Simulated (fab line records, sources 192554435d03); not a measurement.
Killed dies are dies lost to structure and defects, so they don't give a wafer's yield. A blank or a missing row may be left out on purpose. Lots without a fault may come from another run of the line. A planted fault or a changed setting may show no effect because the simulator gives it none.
fab line records | flow n5_finfet
record lots=12 wafers=36 last_day=19
route steps=1938 shown MOL_CONTACT_COAG@538 PASSIVATION@1906
lots that met no fault: from a run of the same line without faults
start_h: hours from the record's first day to the start of the lot's first wafer shown | wait_h: hours since the lot's step before | " the same as in the row above | L1.1+2: a row that stands for several wafers | - no value, or no start given | * or withheld: withheld | < > ~ a bound
route shown NAME@n: a module of which the file shows steps, and the number in the route of the first | usual: mean/standard deviation of fault-free wafers | same: alike in all rows | chamber/n: place in a boat | sites: the reading at each site | _std_site: their standard deviation | _edge_site: outer sites' mean less inner sites' | radius_mm: how far each site lies from the wafer's centre | mask NAME#n: copy n | behind: the tool/chamber that last shaped the wafer | hold: why the lot was held/for how many hours/how that ended | device: the transistor (n, p or np) that didn't switch | end of line: the same wafers' tests at the end of the route | a step without rows: its recipe alone | killed: dies lost to structure and defects at the first sort, not the wafer's yield | map: a wafer's dies, x killed, . not, _ none there
set.NAME: the setting as run; set.NAME@STEP: as run at that earlier step | model.NAME: the simulator's own value behind a step, which no gauge read
steps of the route over a sample of lots; a table a step, a row a wafer
services: from which hour (start_h, from the record's first day; less than 0 if before it) a tool's chamber was out of use, for how many hours, and why
## steps
# step N5_MOL_CONTACT_COAG_ETCH_110
# recipe chemistry=CF4/O2 target=Si target_depth_a=25 time_s=8 pressure_mtorr=100 source_w=200 bias_w=12 ion_energy_ev=60 Ar_flow_sccm=100 cf4_flow_sccm=100 O2_flow_sccm=10
# usual O2_flow_sccm=10.00/0.033 drypump_motor_current_A=5.6/0.34 oes_product_au=0.76/0.068 rf_vpp_V=126/3.4 showerhead_plenum_p_Torr=2.25/0.054 throttle_valve_pct=10.9/0.31
# columns lot.wafer tool chamber start_h wait_h O2_flow_sccm drypump_motor_current_A oes_product_au rf_hours_counter_h rf_vpp_V showerhead_plenum_p_Torr throttle_valve_pct
L794.1 rie_diel-06 0 91.38 0.0 9.97 5.9 0.89 44 124 2.17 10.4
L794.4 " 3 " " 9.99 5.1 0.74 150 121 2.33 11.1
L794.6 " 3 " " 9.96 5.1 0.74 - 120 2.33 11.1
L795.2 rie_diel-06 3 96.19 0.0 10.05 5.1 0.74 151 122 2.33 11.1
L795.4 " 0 " " 9.98 5.9 0.88 46 125 2.17 10.4
L795.5 " 0 " " 9.98 5.9 0.89 - 124 2.17 10.4
L797.1 rie_diel-01 1 105.61 0.0 9.98 5.5 0.78 149 128 2.32 10.9
L797.2 " 0 " " 9.99 5.7 0.90 34 126 2.35 10.2
L797.4 " 0 " " 10.04 5.7 0.89 - 127 2.35 10.3
L799.1 rie_diel-06 1 116.74 0.0 9.99 5.6 0.73 208 123 2.28 11.1
L799.4 " 3 " " 10.02 5.1 0.73 - 120 2.33 11.1
L799.6 " 0 " " 9.95 5.9 0.87 - 123 2.17 10.5
L800.2 rie_diel-06 3 123.78 0.0 10.00 5.1 0.73 159 121 2.33 11.1
L800.3 " 0 " " 10.03 5.9 0.87 55 124 2.17 10.5
L800.4 " 1 " " 10.04 5.6 0.73 209 125 2.28 11.2
L801.3 rie_diel-06 2 130.63 0.0 10.03 5.5 0.84 67 130 2.25 10.6
L801.4 " 1 " " 10.03 5.7 0.71 212 124 2.28 11.2
L801.6 " 3 " " 10.00 5.1 0.73 - 121 2.32 11.1
L802.3 rie_diel-01 2 139.30 0.0 10.00 5.7 0.67 217 131 2.29 11.2
L802.4 " 1 " " 9.94 5.5 0.77 161 129 2.31 11.0
L802.6 " 3 " " 9.96 5.5 0.89 - 129 2.19 10.3
L803.2 rie_diel-03 0 143.59 0.0 10.00 5.3 0.67 236 128 2.28 11.3
L803.5 " 0 " " 9.98 5.3 0.68 - 128 2.28 11.3
L803.6 " 1 " " 10.05 5.7 0.78 - 131 2.25 10.7
L804.1 rie_diel-06 3 150.33 0.0 10.02 5.1 0.72 170 121 2.32 11.2
L804.3 " 0 " " 9.99 5.9 0.86 66 123 2.17 10.5
L804.5 " 1 " " 9.97 5.7 0.72 - 124 2.27 11.2
L810.1 rie_diel-01 0 185.42 0.0 10.03 5.7 0.86 60 126 2.34 10.3
L810.5 " 2 " " 9.97 5.7 0.67 - 129 2.29 11.2
L810.6 " 1 " " 9.94 5.5 0.77 - 129 2.31 11.0
L796.2 rie_diel-06 3 207.63 0.0 10.00 5.1 0.71 189 122 2.32 11.2
L796.3 " 0 " " 9.99 5.9 0.83 84 123 2.16 10.5
L796.5 " 3 " " 10.02 5.1 0.71 - 120 2.31 11.2
L816.1 rie_diel-06 0 228.13 0.0 10.04 5.9 0.82 91 124 2.16 10.6
L816.3 " 3 " " 9.96 5.1 0.70 197 121 2.31 11.2
L816.4 " 1 " " 9.98 5.6 0.70 244 125 2.27 11.3
# step N5_PASSIVATION_OVL_MEAS_63
# recipe points_per_wafer=44
# usual PAD_OVL=-3/6.4
# columns lot.wafer tool chamber start_h wait_h PAD_OVL[nm]
L794.1 overlay-02 0 266.37 0.0 -10
L794.4 " 0 " " -7
L794.6 " 0 " " -4
L795.2 overlay-02 0 278.55 0.0 -9
L795.4 " 0 " " 1
L795.5 " 0 " " -2
L797.1 overlay-01 0 287.35 0.0 8
L797.2 " 0 " " -2
L797.4 " 0 " " -1
L799.1 overlay-02 0 294.10 0.0 6
L799.4 " 0 " " -1
L799.6 " 0 " " -7
L800.2 overlay-02 0 298.13 0.0 -14
L800.3 " 0 " " 3
L800.4 " 0 " " -11
L802.3 overlay-01 0 309.06 0.0 -12
L802.4 " 0 " " 0
L802.6 " 0 " " -6
L801.3 overlay-01 0 311.88 0.0 1
L801.4 " 0 " " -1
L801.6 " 0 " " -17
L803.2 overlay-01 0 333.34 0.0 14
L803.5 " 0 " " 1
L803.6 " 0 " " 11
L804.1 overlay-01 0 336.11 0.1 -9
L804.3 " 0 " " -4
L804.5 " 0 " " -14
L810.1 overlay-01 0 362.80 0.0 -4
L810.5 " 0 " " -4
L810.6 " 0 " " 4
L796.2 overlay-02 0 403.08 0.0 8
L796.3 " 0 " " -3
L796.5 " 0 " " -4
L816.1 overlay-02 0 445.12 0.0 -9
L816.3 " 0 " " -9
L816.4 " 0 " " 3
# step N5_PASSIVATION_AL_ETCH_33
# recipe chemistry=Cl2/BCl3 target_depth_a=28000 over_etch_frac=0.15 Cl2_flow_sccm=180 bcl3_flow_sccm=60 target=Al stop_on=TaN time_s=466.7 ion_energy_ev=100 pressure_mtorr=10 icp_w=900 bias_w=100
# usual drypump_motor_current_A=5.6/0.39 oes_product_au=0.75/0.095 throttle_valve_pct=34.46/0.15
# columns lot.wafer tool chamber start_h wait_h drypump_motor_current_A oes_product_au rf_hours_counter_h throttle_valve_pct
L794.1 rie_metal-03 0 266.69 0.1 6.1 0.58 118 34.43
L794.4 " 0 " " 6.1 0.58 - 34.45
L794.6 " 0 " " 6.1 0.57 - 34.44
L795.2 rie_metal-01 1 278.70 0.1 5.1 0.77 20 34.52
L795.4 " 0 " " 6.1 0.79 - 34.70
L795.5 " 0 " " 6.1 0.77 - 34.72
L797.1 rie_metal-03 1 287.49 0.1 5.3 0.88 0 34.25
L797.2 " 0 " " 6.1 0.56 120 34.49
L797.4 " 0 " " 6.1 0.56 - 34.49
L799.1 rie_metal-02 0 294.24 0.1 5.4 0.57 108 34.29
L799.4 " 1 " " 5.7 0.80 - 34.41
L799.6 " 0 " " 5.4 0.57 - 34.29
L800.2 rie_metal-02 1 298.28 0.1 5.7 0.78 10 34.40
L800.3 " 1 " " 5.7 0.80 - 34.39
L800.4 " 0 " " 5.4 0.57 - 34.31
L802.3 rie_metal-02 1 309.35 0.2 5.7 0.79 - 34.40
L802.4 " 0 " " 5.4 0.56 - 34.32
L802.6 " 1 " " 5.7 0.79 - 34.39
L801.3 rie_metal-02 1 312.20 0.2 5.7 0.78 - 34.42
L801.4 " 0 " " 5.4 0.56 - 34.34
L801.6 " 1 " " 5.7 0.78 - 34.44
L803.2 rie_metal-01 1 333.50 0.1 5.1 0.76 25 34.52
L803.5 " 1 " " 5.1 0.75 - 34.53
L803.6 " 0 " " 6.1 0.77 - 34.69
L804.1 rie_metal-01 1 336.35 0.1 5.1 0.76 26 34.52
L804.3 " 0 " " 6.1 0.78 - 34.70
L804.5 " 1 " " 5.1 0.76 - 34.53
L810.1 rie_metal-03 1 363.00 0.1 5.3 0.83 7 34.23
L810.5 " 0 " " 6.1 0.84 - 34.47
L810.6 " 1 " " 5.3 0.83 - 34.27
L796.2 rie_metal-01 0 403.23 0.1 6.0 0.76 27 34.70
L796.3 " 0 " " 6.0 0.75 - 34.72
L796.5 " 0 " " 6.1 0.75 - 34.69
L816.1 rie_metal-01 1 445.27 0.1 5.1 0.72 36 34.55
L816.3 " 0 " " 6.1 0.73 - 34.73
L816.4 " 1 " " 5.1 0.72 - 34.55
# step N5_PASSIVATION_PROBE_49
# usual defect_limited_yield=91.0/1.3 killed_at_M0_to_M3=33/10 killed_at_M4_up=14/5.6 killed_at_contacts=12/5.8 killed_at_front_end=43/11 killed_at_other=4.1/2.8 killed_dies=106/15 killed_open=70/12 killed_short=34/7.5 sort_bin_5_function=5.3/0.88 sort_bin_6_memory=3.3/0.64 sort_n_pass=1074/15 sort_yield_pct=91.0/1.3
# same gross_dies=1180 killed_at_back_side=0 sort_bin_4_leakage[%]=0 sort_bin_8_speed[%]=0
# columns lot.wafer tool chamber start_h wait_h defect_limited_yield[%] killed_at_M0_to_M3 killed_at_M4_up killed_at_contacts killed_at_front_end killed_at_other killed_dies killed_open killed_short sort_bin_5_function[%] sort_bin_6_memory[%] sort_n_pass sort_yield_pct[%]
L794.1 prober-01 - 272.17 0.0 93.1 15 11 18 30 8 82 50 27 4.0 2.6 1098 93.1
L794.4 prober-01 - 272.32 0.2 91.4 30 21 10 34 6 101 68 29 5.1 3.4 1079 91.4
L794.6 prober-01 - 272.42 0.3 90.5 31 14 28 32 7 112 74 36 5.7 3.2 1068 90.5
L797.1 prober-01 - 292.20 0.0 92.4 30 17 9 30 4 90 67 23 4.5 3.0 1090 92.4
L797.2 prober-01 - 292.25 0.1 91.4 36 10 7 43 5 101 68 27 5.7 2.5 1079 91.4
L797.4 prober-01 - 292.35 0.2 88.8 55 13 17 44 3 132 77 52 6.1 4.8 1048 88.8
L804.1 prober-02 - 341.31 0.0 89.2 48 12 12 51 4 127 88 38 6.7 3.6 1053 89.2
L804.3 prober-02 - 341.41 0.1 90.3 35 5 9 65 0 114 77 32 5.6 3.8 1066 90.3
L804.5 prober-02 - 341.51 0.2 91.0 23 9 11 54 9 106 68 38 5.8 2.9 1074 91.0
L816.1 prober-01 - 449.96 0.0 80.8 38 5 147 33 3 226 59 34 12.1 4.7 954 80.8
L816.3 prober-01 - 450.06 0.1 93.5 27 9 5 30 6 77 47 25 4.2 2.0 1103 93.5
L816.4 prober-01 - 450.11 0.2 91.8 32 12 22 28 3 97 68 27 4.8 3.1 1083 91.8
# killed by level:class
L794.1 MOL_CONTACT_COAG:geometric_particle:open=14 BEOL_M2:geometric_particle:open=7 STI_FIN_REVEAL:geometric_particle:open=6 MIM_TOP:geometric_particle:short=5 FIN_SAQP:geometric_particle:open=4 STARTING-WAFER:geometric_particle:short=4 FIN_SAQP:geometric_particle:short=3 GATE_CUT:geometric_particle:open=3
L794.4 BEOL_M4:geometric_particle:open=13 MOL_CONTACT_COAG:geometric_particle:open=9 FIN_SAQP:geometric_particle:open=7 BEOL_M1:geometric_particle:open=7 BEOL_M2:geometric_particle:open=6 BEOL_M0_SAQP:geometric_particle:short=5 FIN_SAQP:geometric_particle:short=4 GATE_CUT:geometric_particle:short=4
L794.6 MOL_CONTACT_COAG:geometric_particle:open=23 FIN_SAQP:geometric_particle:short=8 BEOL_M1:geometric_particle:open=8 BEOL_M3:geometric_particle:open=8 BEOL_M4:geometric_particle:open=7 BEOL_M0_SAQP:geometric_particle:short=6 BEOL_M0_SAQP:geometric_particle:open=5 FIN_SAQP:geometric_particle:open=4
L797.1 BEOL_M3:geometric_particle:open=11 BEOL_M4:geometric_particle:open=10 BEOL_M2:geometric_particle:open=8 MOL_CONTACT_COAG:geometric_particle:open=8 DUMMY_GATE:geometric_particle:open=6 STI_FIN_REVEAL:geometric_particle:open=5 ILD0:geometric_particle:short=4 BEOL_M4:geometric_particle:short=4
L797.2 BEOL_M2:geometric_particle:open=10 BEOL_M3:geometric_particle:open=10 FIN_SAQP:geometric_particle:open=8 STI_FIN_REVEAL:geometric_particle:open=8 DUMMY_GATE:geometric_particle:open=5 BEOL_M4:geometric_particle:open=5 GATE_CUT:geometric_particle:short=4 MOL_CONTACT_COAG:geometric_particle:open=4
L797.4 FIN_SAQP:geometric_particle:short=12 BEOL_M0_SAQP:geometric_particle:short=11 MOL_CONTACT_COAG:geometric_particle:open=11 BEOL_M0_SAQP:geometric_particle:open=11 FIN_SAQP:geometric_particle:open=10 BEOL_M1:geometric_particle:open=7 BEOL_M3:geometric_particle:open=7 BEOL_M2:geometric_particle:open=6
L804.1 BEOL_M2:geometric_particle:open=17 STI_FIN_REVEAL:geometric_particle:open=10 FIN_SAQP:geometric_particle:short=9 DUMMY_GATE:geometric_particle:open=9 MOL_CONTACT_COAG:geometric_particle:open=9 BEOL_M2:geometric_particle:short=7 BEOL_M4:geometric_particle:open=7 FIN_SAQP:geometric_particle:open=6
L804.3 FIN_SAQP:geometric_particle:open=13 STI_FIN_REVEAL:geometric_particle:open=13 BEOL_M3:geometric_particle:open=12 FIN_SAQP:geometric_particle:short=10 MOL_CONTACT_COAG:geometric_particle:open=7 DUMMY_GATE:geometric_particle:open=6 BEOL_M0_SAQP:geometric_particle:open=6 BEOL_M0_SAQP:geometric_particle:short=6
L804.5 FIN_SAQP:geometric_particle:short=14 FIN_SAQP:geometric_particle:open=11 MOL_CONTACT_COAG:geometric_particle:open=9 DUMMY_GATE:geometric_particle:open=8 BEOL_M3:geometric_particle:open=7 PASS1_CAP:geometric_particle:open=6 STI_FIN_REVEAL:geometric_particle:open=6 STARTING-WAFER:geometric_particle:short=4
L816.1 MOL_CONTACT_COAG:unspecified=131 MOL_CONTACT_COAG:geometric_particle:open=11 BEOL_M0_SAQP:geometric_particle:short=11 FIN_SAQP:geometric_particle:open=9 BEOL_M0_SAQP:geometric_particle:open=8 BEOL_M2:geometric_particle:open=6 BEOL_M3:geometric_particle:open=6 FIN_SAQP:geometric_particle:short=5
L816.3 STI_FIN_REVEAL:geometric_particle:open=13 BEOL_M1:geometric_particle:open=8 BEOL_M0_SAQP:geometric_particle:open=7 FIN_SAQP:geometric_particle:short=5 MOL_CONTACT_COAG:geometric_particle:open=5 BEOL_M0_SAQP:geometric_particle:short=5 BEOL_M3:geometric_particle:short=4 BEOL_M8:geometric_particle:open=4
L816.4 MOL_CONTACT_COAG:geometric_particle:open=20 BEOL_M0_SAQP:geometric_particle:short=7 BEOL_M0_SAQP:geometric_particle:open=7 STI_FIN_REVEAL:geometric_particle:open=5 DUMMY_GATE:geometric_particle:open=5 BEOL_M3:geometric_particle:open=5 BEOL_M4:geometric_particle:open=5 FIN_SAQP:geometric_particle:short=4
## services
# columns tool chamber start_h hours kind
rie_diel-01 2 87.98 4.9 repair
rie_diel-01 3 105.08 9.1 repair
rie_diel-01 0 113.19 5.2 repair
rie_diel-06 2 113.32 8.0 repair
rie_metal-03 - 128.72 0.1 repair
rie_diel-06 2 144.85 12.2 repair
rie_metal-03 1 166.29 4.0 repair
rie_diel-03 0 170.10 5.9 repair
rie_metal-01 - 177.14 4.5 repair
rie_metal-01 - 197.18 2.8 pm
rie_diel-01 0 198.22 3.0 repair
rie_diel-06 - 232.17 14.6 pm
rie_diel-03 2 263.59 3.8 repair
rie_metal-03 - 270.28 0.5 repair
rie_metal-01 - 314.71 0.2 repair
rie_diel-03 0 317.64 4.0 repair
rie_diel-01 1 338.06 3.9 repair
rie_metal-02 0 339.97 3.3 repair
rie_diel-03 1 354.52 4.8 repair
rie_diel-03 - 372.66 0.1 repair
rie_metal-03 1 392.19 7.0 repair
rie_metal-03 - 395.65 0.4 repair
rie_diel-06 3 400.20 6.6 repair
rie_diel-06 3 417.07 6.8 repair
## key
first_sign step=N5_PASSIVATION_PROBE_49 reading=killed_at_contacts direction=up sigmas=23 usual=12 struck=147
effect step=N5_PASSIVATION_PROBE_49 reading=defect_limited_yield direction=down sigmas=7.9 usual=91.0 struck=80.8
more_kills_born_at N5_MOL_CONTACT_COAG_ETCH_110@rie_diel-06=131
met_at N5_MOL_CONTACT_COAG_ETCH_110
struck_lots L816
struck_wafers L816.1
not_acting_at N5_PASSIVATION_OVL_MEAS_63,N5_PASSIVATION_AL_ETCH_33
onset_between 207.63 228.13
fault kind=chamber_particle_source tool=rie_diel-06 chamber=0 onset_h=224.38 steps=N5_MOL_CONTACT_COAG_ETCH_110 rate_per_visit_cm2=1.0159 end_h=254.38
